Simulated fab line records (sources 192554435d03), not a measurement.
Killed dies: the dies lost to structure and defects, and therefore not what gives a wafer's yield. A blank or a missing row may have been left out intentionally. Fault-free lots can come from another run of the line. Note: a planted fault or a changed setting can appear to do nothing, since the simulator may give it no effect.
fab line records ; flow n5Finfet ; part 2 of 2: steps 5 to 6 of 6
record: lots: 24; wafers: 72; lastDay: 17
route steps=1938 shown BEOL_M15@1812 MIM_TOP_LITHO@1848 TV_OPEN@1887 PASSIVATION@1906
lots untouched by any fault: they come from a run of this same line in which no faults occurred
startH: hours from the record's first day to the start of the lot's first wafer shown ; waitH: hours since the lot's step before ; " unchanged from the row above ; L1.1+2: a row that stands for several wafers ; - no value, or no start was given ; * or withheld: withheld ; < > ~ a bound
route shown NAME@n: names a module that has steps shown in the file, with the first one's number in the route ; usual: mean/standard deviation taken from wafers without a fault ; same: alike in all rows ; chamber/n: place in a boat ; sites: each site's reading ; _std_site: the standard deviation of these ; _edge_site: inner sites' mean taken away from outer sites' mean ; radiusMm: for every site, how far away it sits from the centre of the wafer ; mask NAME#n: copy n ; behind: tool/chamber where the wafer was last shaped ; hold: cause of the lot's hold/its duration in hours/its outcome ; device: the n, p or np transistor that did not switch ; end of line: at the end of the route, the tests of the same wafers ; step lacking rows: just its recipe ; killed: not the wafer's yield, but the dies lost to structure and defects at the first sort ; map: shows each die of a wafer: x if killed, . if not, _ if none is there
set.NAME: the setting as run; set.NAME@STEP: as run at that earlier step ; model.NAME: the simulator's own value behind a step, which no gauge read
route steps across a sampled set of lots; one table per step, one row per wafer
services: when a tool's chamber went out of use (startH, in hours from the record's first day, below 0 if earlier), for how many hours, and the reason
== steps ==
step: N5_PASSIVATION_DESCUM_46
recipe: chemistry: O2; timeS: 7.9; sourcePowerW: 50; biasPowerW: 20; pressureMtorr: 20; rfFrequencyHz: 2.712e+07; tempC: 40; o2FlowSccm: 225
usual: drypumpMotorCurrentA: 5.7/0.31; oesProductAu: 0.79/0.068; rfVppV: 243.3/1.2; showerheadPlenumPTorr: 2.09/0.057; throttleValvePct: 20.34/0.28
lot.wafer;tool;chamber;startH;waitH;drypumpMotorCurrentA;oesProductAu;rfHoursCounterH;rfVppV;showerheadPlenumPTorr;throttleValvePct
L074.2;rieDiel-01;3;261.01;0.0;5.5;0.81;97;244.4;2.12;20.66
L074.3;rieDiel-01;1;261.01;0.0;5.6;0.71;226;244.6;2.16;20.94
L074.4;rieDiel-01;2;261.01;0.0;5.9;0.91;17;244.6;2.21;20.52
L075.1;rieDiel-04;1;272.51;0.0;5.4;0.67;243;242.5;2.07;20.42
L075.5;rieDiel-04;2;272.51;0.0;5.4;0.68;-;244.0;2.11;20.00
L075.6;rieDiel-04;3;272.51;0.0;6.2;0.77;-;244.2;2.02;20.31
L076.3;rieDiel-01;1;273.14;0.2;5.6;0.71;231;244.2;2.16;20.94
L076.4;rieDiel-01;0;273.14;0.2;5.1;0.82;69;243.7;2.13;20.41
L076.6;rieDiel-01;1;273.14;0.2;5.6;0.71;-;245.2;2.16;20.92
L078.1;rieDiel-04;2;288.82;0.0;5.5;0.67;233;244.6;2.11;19.99
L078.5;rieDiel-04;2;288.82;0.0;5.4;0.68;-;243.2;2.11;20.00
L078.6;rieDiel-04;1;288.82;0.0;5.4;0.67;-;242.6;2.07;20.41
L077.3;rieDiel-04;0;295.72;0.4;6.2;0.83;78;243.5;2.13;20.26
L077.4;rieDiel-04;3;295.72;0.4;6.1;0.75;-;240.4;2.02;20.31
L077.6;rieDiel-04;1;295.72;0.4;5.5;0.67;-;242.2;2.07;20.44
L079.2;rieDiel-04;0;305.64;0.0;6.2;0.82;83;244.4;2.12;20.28
L079.4;rieDiel-04;3;305.64;0.0;6.1;0.75;-;243.3;2.02;20.33
L079.6;rieDiel-04;2;305.64;0.0;5.5;0.67;-;245.7;2.11;20.00
L080.4;rieDiel-06;0;316.64;0.0;5.6;0.78;100;241.5;2.00;19.87
L080.5;rieDiel-06;3;316.64;0.0;6.0;0.77;-;244.9;2.09;20.30
L080.6;rieDiel-06;0;316.64;0.0;5.6;0.77;-;241.8;2.00;19.84
L082.1;rieDiel-01;2;322.55;0.0;5.9;0.87;39;244.9;2.21;20.57
L082.3;rieDiel-01;1;322.55;0.0;5.6;0.70;249;244.9;2.15;20.95
L082.5;rieDiel-01;2;322.55;0.0;5.9;0.88;-;244.8;2.21;20.58
L083.1;rieDiel-06;1;322.59;0.0;5.9;0.90;31;244.7;2.11;20.17
L083.3;rieDiel-06;3;322.59;0.0;6.0;0.76;150;243.4;2.09;20.31
L083.5;rieDiel-06;2;322.59;0.0;5.6;0.77;-;244.1;2.08;20.59
L081.1;rieDiel-06;3;323.18;0.4;6.0;0.77;150;242.8;2.09;20.31
L081.2;rieDiel-06;2;323.18;0.4;5.7;0.77;138;243.4;2.08;20.56
L081.5;rieDiel-06;3;323.18;0.4;6.1;0.77;-;243.4;2.09;20.31
L084.3;rieDiel-06;3;333.89;0.0;6.0;0.77;154;243.5;2.09;20.31
L084.4;rieDiel-06;1;333.89;0.0;5.9;0.89;36;244.4;2.11;20.17
L084.5;rieDiel-06;1;333.89;0.0;5.9;0.90;-;243.2;2.11;20.18
L085.1;rieDiel-01;2;334.31;0.1;5.8;0.86;45;244.1;2.20;20.57
L085.4;rieDiel-01;0;334.31;0.1;5.1;0.79;-;242.2;2.13;20.48
L085.5;rieDiel-01;3;334.31;0.1;5.5;0.79;-;243.1;2.11;20.70
L086.2;rieDiel-04;1;355.31;0.0;5.4;0.90;12;242.7;2.06;20.12
L086.5;rieDiel-04;1;355.31;0.0;5.4;0.90;-;242.2;2.06;20.11
L086.6;rieDiel-04;3;355.31;0.0;6.2;0.73;-;241.5;2.01;20.34
L088.2;rieDiel-06;0;355.64;0.1;5.6;0.76;113;242.8;1.99;19.87
L088.4;rieDiel-06;1;355.64;0.1;5.9;0.89;43;243.2;2.11;20.18
L088.6;rieDiel-06;0;355.64;0.1;5.6;0.76;-;241.3;1.99;19.88
L087.1;rieDiel-06;3;356.23;0.2;6.1;0.75;162;241.4;2.09;20.34
L087.4;rieDiel-06;1;356.23;0.2;5.9;0.88;43;244.0;2.11;20.18
L087.5;rieDiel-06;0;356.23;0.2;5.5;0.75;-;241.4;1.99;19.89
L090.3;rieDiel-06;1;367.21;0.0;5.9;0.87;48;244.5;2.10;20.21
L090.5;rieDiel-06;1;367.21;0.0;5.9;0.87;-;244.1;2.10;20.20
L090.6;rieDiel-06;0;367.21;0.0;5.5;0.75;-;242.0;1.99;19.88
L092.3;rieDiel-04;1;367.95;0.1;5.4;0.89;16;243.2;2.06;20.12
L092.4;rieDiel-04;0;367.95;0.1;6.2;0.80;109;242.8;2.12;20.29
L092.5;rieDiel-04;0;367.95;0.1;6.2;0.79;-;243.2;2.11;20.30
L089.2;rieDiel-01;3;370.26;0.0;5.6;0.76;141;243.6;2.10;20.74
L089.4;rieDiel-01;1;370.26;0.0;5.6;0.95;12;244.5;2.15;20.58
L089.6;rieDiel-01;3;370.26;0.0;5.6;0.76;-;243.6;2.10;20.74
L091.1;rieDiel-06;1;370.90;0.1;5.9;0.86;50;244.2;2.10;20.20
L091.2;rieDiel-06;0;370.90;0.1;5.5;0.76;121;243.2;1.99;19.90
L091.6;rieDiel-06;0;370.90;0.1;5.6;0.76;-;241.3;1.99;19.90
L095.1;rieDiel-01;0;387.30;0.0;5.1;0.77;113;242.2;2.12;20.49
L095.4;rieDiel-01;1;387.30;0.0;5.6;0.94;18;243.8;2.15;20.62
L095.5;rieDiel-01;2;387.30;0.0;5.8;0.83;-;244.5;2.20;20.60
L093.2;rieDiel-06;1;387.39;0.0;5.9;0.87;55;241.9;2.10;20.22
L093.4;rieDiel-06;3;387.39;0.0;6.0;0.76;173;241.8;2.08;20.34
L093.5;rieDiel-06;0;387.39;0.0;5.6;0.75;-;241.4;1.99;19.89
L094.1;rieDiel-06;3;391.25;0.0;6.0;0.75;174;242.5;2.08;20.34
L094.2;rieDiel-06;2;391.25;0.0;5.7;0.75;161;242.8;2.08;20.62
L094.4;rieDiel-06;0;391.25;0.0;5.5;0.75;127;241.8;1.99;19.89
L097.1;rieDiel-04;1;400.70;0.1;5.4;0.89;27;242.6;2.06;20.12
L097.2;rieDiel-04;2;400.70;0.1;5.5;0.95;13;244.5;2.10;19.63
L097.6;rieDiel-04;3;400.70;0.1;6.2;0.72;-;240.9;2.00;20.39
L096.1;rieDiel-01;2;405.36;0.1;5.8;0.83;69;244.9;2.20;20.63
L096.2;rieDiel-01;0;405.36;0.1;5.2;0.77;116;243.1;2.12;20.50
L096.3;rieDiel-01;1;405.36;0.1;5.5;0.91;26;244.3;2.14;20.62
step: N5_PASSIVATION_ETCH_54
recipe: chemistry: CHF3/O2; target: SiO2; targetDepthA: 8800; CHF3_flow_sccm: 50; O2_flow_sccm: 5; Ar_flow_sccm: 200; timeS: 440; maskMaterial: PR; pressureMtorr: 30; sourceW: 650; biasW: 170; ionEnergyEv: 200
usual: drypumpMotorCurrentA: 5.7/0.31; oesProductAu: 0.79/0.065; rfVppV: 528/17; showerheadPlenumPTorr: 2.42/0.066; throttleValvePct: 18.78/0.24
lot.wafer;tool;chamber;startH;waitH;drypumpMotorCurrentA;oesProductAu;rfHoursCounterH;rfVppV;showerheadPlenumPTorr;throttleValvePct
L074.2;rieDiel-01;3;261.27;0.1;5.5;0.80;97;538;2.40;18.85
L074.3;rieDiel-01;1;261.27;0.1;5.6;0.71;226;539;2.46;19.11
L074.4;rieDiel-01;2;261.27;0.1;5.9;0.92;17;526;2.59;19.08
L075.1;rieDiel-04;1;272.77;0.1;5.4;0.68;243;541;2.38;18.81
L075.5;rieDiel-04;2;272.77;0.1;5.5;0.69;-;501;2.48;18.64
L075.6;rieDiel-04;3;272.77;0.1;6.2;0.76;-;528;2.35;18.79
L076.3;rieDiel-01;1;273.41;0.1;5.5;0.71;231;538;2.46;19.11
L076.4;rieDiel-01;0;273.41;0.1;5.1;0.82;69;509;2.43;18.64
L076.6;rieDiel-01;1;273.41;0.1;5.6;0.71;-;538;2.46;19.11
L078.1;rieDiel-04;2;289.09;0.1;5.5;0.68;234;502;2.47;18.66
L078.5;rieDiel-04;2;289.09;0.1;5.5;0.68;-;501;2.47;18.66
L078.6;rieDiel-04;1;289.09;0.1;5.4;0.68;-;540;2.38;18.81
L077.3;rieDiel-04;0;295.99;0.1;6.2;0.83;78;544;2.43;18.51
L077.4;rieDiel-04;3;295.99;0.1;6.2;0.76;-;528;2.35;18.81
L077.6;rieDiel-04;1;295.99;0.1;5.4;0.68;-;540;2.38;18.82
L079.2;rieDiel-04;0;305.90;0.1;6.2;0.82;84;544;2.43;18.53
L079.4;rieDiel-04;3;305.90;0.1;6.2;0.75;-;527;2.34;18.82
L079.6;rieDiel-04;2;305.90;0.1;5.5;0.68;-;503;2.47;18.66
L080.4;rieDiel-06;0;316.90;0.1;5.5;0.78;100;557;2.33;18.39
L080.5;rieDiel-06;3;316.90;0.1;6.1;0.78;-;503;2.42;18.75
L080.6;rieDiel-06;0;316.90;0.1;5.6;0.79;-;557;2.33;18.41
L082.1;rieDiel-01;2;322.81;0.1;5.8;0.87;40;526;2.58;19.12
L082.3;rieDiel-01;1;322.81;0.1;5.6;0.70;249;540;2.45;19.16
L082.5;rieDiel-01;2;322.81;0.1;5.9;0.87;-;525;2.58;19.13
L083.1;rieDiel-06;1;322.85;0.1;5.9;0.90;32;515;2.47;18.73
L083.3;rieDiel-06;3;322.85;0.1;6.1;0.77;150;503;2.42;18.76
L083.5;rieDiel-06;2;322.85;0.1;5.7;0.77;-;525;2.43;19.12
L081.1;rieDiel-06;3;323.44;0.1;6.0;0.77;151;504;2.42;18.78
L081.2;rieDiel-06;2;323.44;0.1;5.7;0.78;138;529;2.43;19.11
L081.5;rieDiel-06;3;323.44;0.1;6.0;0.78;-;502;2.42;18.76
L084.3;rieDiel-06;3;334.15;0.1;6.0;0.76;154;503;2.41;18.75
L084.4;rieDiel-06;1;334.15;0.1;5.9;0.90;36;516;2.46;18.73
L084.5;rieDiel-06;1;334.15;0.1;5.9;0.88;-;516;2.46;18.74
L085.1;rieDiel-01;2;334.57;0.1;5.8;0.87;46;526;2.58;19.13
L085.4;rieDiel-01;0;334.57;0.1;5.1;0.79;-;507;2.42;18.69
L085.5;rieDiel-01;3;334.57;0.1;5.6;0.78;-;538;2.39;18.89
L086.2;rieDiel-04;1;355.57;0.1;5.4;0.91;12;539;2.38;18.46
L086.5;rieDiel-04;1;355.57;0.1;5.4;0.90;-;539;2.38;18.47
L086.6;rieDiel-04;3;355.57;0.1;6.1;0.73;-;528;2.34;18.86
L088.2;rieDiel-06;0;355.91;0.1;5.5;0.76;114;557;2.32;18.44
L088.4;rieDiel-06;1;355.91;0.1;5.9;0.88;43;515;2.46;18.75
L088.6;rieDiel-06;0;355.91;0.1;5.5;0.77;-;557;2.32;18.45
L087.1;rieDiel-06;3;356.50;0.1;6.1;0.76;162;504;2.41;18.77
L087.4;rieDiel-06;1;356.50;0.1;5.9;0.87;43;515;2.46;18.77
L087.5;rieDiel-06;0;356.50;0.1;5.6;0.77;-;558;2.32;18.42
L090.3;rieDiel-06;1;367.47;0.1;5.9;0.87;48;514;2.46;18.75
L090.5;rieDiel-06;1;367.47;0.1;5.9;0.86;-;517;2.46;18.75
L090.6;rieDiel-06;0;367.47;0.1;5.6;0.76;-;558;2.32;18.45
L092.3;rieDiel-04;1;368.21;0.1;5.4;0.90;17;539;2.37;18.48
L092.4;rieDiel-04;0;368.21;0.1;6.2;0.79;109;543;2.42;18.56
L092.5;rieDiel-04;0;368.21;0.1;6.2;0.79;-;543;2.42;18.55
L089.2;rieDiel-01;3;370.52;0.1;5.6;0.77;141;538;2.39;18.92
L089.4;rieDiel-01;1;370.52;0.1;5.5;0.93;12;536;2.44;18.78
L089.6;rieDiel-01;3;370.52;0.1;5.5;0.76;-;539;2.39;18.92
L091.1;rieDiel-06;1;371.16;0.1;5.9;0.87;50;514;2.46;18.75
L091.2;rieDiel-06;0;371.16;0.1;5.6;0.76;121;557;2.32;18.44
L091.6;rieDiel-06;0;371.16;0.1;5.5;0.76;-;556;2.32;18.43
L095.1;rieDiel-01;0;387.56;0.1;5.1;0.78;113;506;2.41;18.70
L095.4;rieDiel-01;1;387.56;0.1;5.6;0.92;18;536;2.44;18.76
L095.5;rieDiel-01;2;387.56;0.1;5.9;0.83;-;525;2.57;19.15
L093.2;rieDiel-06;1;387.66;0.1;5.9;0.85;56;515;2.46;18.77
L093.4;rieDiel-06;3;387.66;0.1;6.0;0.76;173;502;2.41;18.79
L093.5;rieDiel-06;0;387.66;0.1;5.6;0.76;-;558;2.32;18.43
L094.1;rieDiel-06;3;391.52;0.1;6.0;0.75;174;502;2.41;18.77
L094.2;rieDiel-06;2;391.52;0.1;5.7;0.75;161;527;2.42;19.14
L094.4;rieDiel-06;0;391.52;0.1;5.6;0.76;128;558;2.32;18.46
L097.1;rieDiel-04;1;400.97;0.1;5.4;0.88;27;539;2.37;18.49
L097.2;rieDiel-04;2;400.97;0.1;5.5;0.93;13;502;2.46;18.27
L097.6;rieDiel-04;3;400.97;0.1;6.2;0.72;-;526;2.33;18.87
L096.1;rieDiel-01;2;405.62;0.1;5.9;0.83;70;526;2.57;19.17
L096.2;rieDiel-01;0;405.62;0.1;5.1;0.77;116;507;2.41;18.72
L096.3;rieDiel-01;1;405.62;0.1;5.6;0.91;26;538;2.44;18.78
== services ==
tool;chamber;startH;hours;kind
rieDiel-06;3;242.09;1.5;repair
rieDiel-06;0;242.48;1.3;repair
rieDiel-02;-;249.58;2.8;pm
rieDiel-03;2;261.75;-;clean
rieDiel-03;2;261.75;-;consumableReplace:focusRing
rieDiel-03;2;261.75;24.2;scheduledDown
rieDiel-03;2;261.75;24.2;ventCycle
rieDiel-05;0;269.66;-;clean
rieDiel-05;0;269.66;-;consumableReplace:focusRing
rieDiel-05;0;269.66;24.8;scheduledDown
rieDiel-05;0;269.66;24.8;ventCycle
rieDiel-04;0;276.72;15.8;repair
rieDiel-04;3;290.02;5.1;repair
rieDiel-04;2;293.54;9.1;repair
rieDiel-04;1;302.68;-;clean
rieDiel-04;1;302.68;-;consumableReplace:focusRing
rieDiel-04;1;302.68;12.8;scheduledDown
rieDiel-04;1;302.68;12.8;ventCycle
rieDiel-04;3;327.77;1.6;repair
rieDiel-05;2;348.81;20.3;repair
rieDiel-01;2;366.86;2.7;repair
rieDiel-01;0;392.70;7.0;repair
rieDiel-01;2;393.83;4.5;repair
rieDiel-02;3;402.80;4.3;repair
